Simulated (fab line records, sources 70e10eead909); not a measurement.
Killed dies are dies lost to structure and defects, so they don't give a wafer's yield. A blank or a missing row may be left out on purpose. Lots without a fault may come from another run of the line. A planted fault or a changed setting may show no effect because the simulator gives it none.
Which tool did it? | flow nand_harc | 11 lots, 33 wafers sampled, at 5 steps of a route of 1159

WHAT THE GAUGES READ, wafer by wafer
NHARC_THIN_TSV_INSPECT_40.
lot  | measured     | on                | raw_defect_count
L722 | day 19 08:17 | defect_inspect-01 | 416 505 453
L723 | day 19 08:17 | defect_inspect-02 | 635 673 553
L725 | day 19 17:07 | defect_inspect-02 | 411 521 528
L726 | day 20 06:50 | defect_inspect-01 | 479 424 474
L727 | day 20 16:09 | defect_inspect-02 | 505 645 360
L734 | day 21 19:15 | defect_inspect-02 | 492 529 428
L733 | day 21 19:16 | defect_inspect-01 | 542 499 581
L738 | day 23 16:53 | defect_inspect-01 | 1991 1756 535
L740 | day 24 01:00 | defect_inspect-01 | 641 1791 552
L743 | day 24 14:50 | defect_inspect-02 | 529 543 355
L742 | day 25 15:52 | defect_inspect-02 | 673 631 496

WHICH TOOL RAN EACH LOT (tool, then ch and the chambers of the sampled wafers, then the start)
lot  | NHARC_THIN_TSV_DESCUM_14           | NHARC_THIN_TSV_ETCHBACK_48         | NHARC_THIN_TSV_PRE_CLEAN_54  | NHARC_THIN_TSV_STRIP_56
L722 | rie_diel-01 ch 1,2, day 18 20:44   | rie_diel-07 ch 0,1,3, day 18 22:53 | pvd_sputter-03, day 19 01:26 | plasma_asher-01 ch 0, day 19 03:02
L723 | rie_diel-03 ch 0,2,3, day 18 23:13 | rie_diel-03 ch 0,2,3, day 19 01:18 | pvd_sputter-03, day 19 03:55 | plasma_asher-01 ch 0,1, day 19 05:42
L725 | rie_diel-03 ch 1,2, day 19 05:06   | rie_diel-07 ch 1,2,3, day 19 07:29 | pvd_sputter-03, day 19 10:01 | plasma_asher-01 ch 0,1, day 19 11:52
L726 | rie_diel-01 ch 1,2,3, day 19 17:57 | rie_diel-03 ch 0,3, day 19 20:04   | pvd_sputter-02, day 20 00:53 | plasma_asher-02 ch 0,1, day 20 02:39
L727 | rie_diel-03 ch 0,1,3, day 20 04:40 | rie_diel-01 ch 0,2,3, day 20 06:46 | pvd_sputter-01, day 20 09:22 | plasma_asher-01 ch 1, day 20 10:56
L734 | rie_diel-03 ch 1,2,3, day 21 07:34 | rie_diel-01 ch 0,2,3, day 21 09:49 | pvd_sputter-02, day 21 12:24 | plasma_asher-02 ch 0,1, day 21 14:03
L733 | rie_diel-07 ch 1,2, day 21 08:53   | rie_diel-07 ch 0,1,2, day 21 11:00 | pvd_sputter-02, day 21 14:03 | plasma_asher-02 ch 0,1, day 21 15:50
L738 | rie_diel-01 ch 1,2, day 23 05:59   | rie_diel-07 ch 0,3, day 23 08:05   | pvd_sputter-01, day 23 10:59 | plasma_asher-01 ch 0,1, day 23 13:46
L740 | rie_diel-03 ch 0,2,3, day 23 12:53 | rie_diel-01 ch 0,3, day 23 15:32   | pvd_sputter-03, day 23 18:18 | plasma_asher-01 ch 0,1, day 23 20:03
L743 | rie_diel-03 ch 1,2,3, day 24 03:11 | rie_diel-07 ch 0,3, day 24 05:17   | pvd_sputter-02, day 24 07:53 | plasma_asher-02 ch 0,1, day 24 09:36
L742 | rie_diel-07 ch 0,2, day 25 03:47   | rie_diel-07 ch 1,3, day 25 05:52   | pvd_sputter-01, day 25 08:31 | plasma_asher-02 ch 0,1, day 25 10:13
- NHARC_THIN_TSV_DESCUM_14: chemistry O2, time 3 s.
- NHARC_THIN_TSV_ETCHBACK_48: etches the open film in C4F8/Ar, target depth 1028.5 nm, time 405.17 s.
- NHARC_THIN_TSV_PRE_CLEAN_54: time 30 s.
- NHARC_THIN_TSV_STRIP_56: strips in O2.

THE ANSWER, worked out from the rows above alone
Rule: what is usual is taken from the lots themselves. Put in order of their means at a reading, lots are off if they are a third of the lots or fewer, leave a main group of 4 or more, and stand apart from it by a gap of 3 or more times the standard deviation of the main group's means; of several such gaps the widest counts. A main group whose means are all the same, to the digits that the tables above print for the reading, isn't used. A lot without any number at a reading at which 4 lots or more have one is off too. The other lots that the step has rows for count as sound.
Off: L738, L740, at NHARC_THIN_TSV_INSPECT_40 (raw_defect_count). The main group: mean 514, standard deviation 57.
A tool fits if, at a process step before that reading, it ran every lot that is off, and no sound lot after the first of them. The gauges at NHARC_THIN_TSV_INSPECT_40 are tried like those tools. Can't be told from this: 2 tools fit, plasma_asher-01 at NHARC_THIN_TSV_STRIP_56, defect_inspect-01 at NHARC_THIN_TSV_INSPECT_40.

WHAT THE SIMULATOR HAD PUT IN
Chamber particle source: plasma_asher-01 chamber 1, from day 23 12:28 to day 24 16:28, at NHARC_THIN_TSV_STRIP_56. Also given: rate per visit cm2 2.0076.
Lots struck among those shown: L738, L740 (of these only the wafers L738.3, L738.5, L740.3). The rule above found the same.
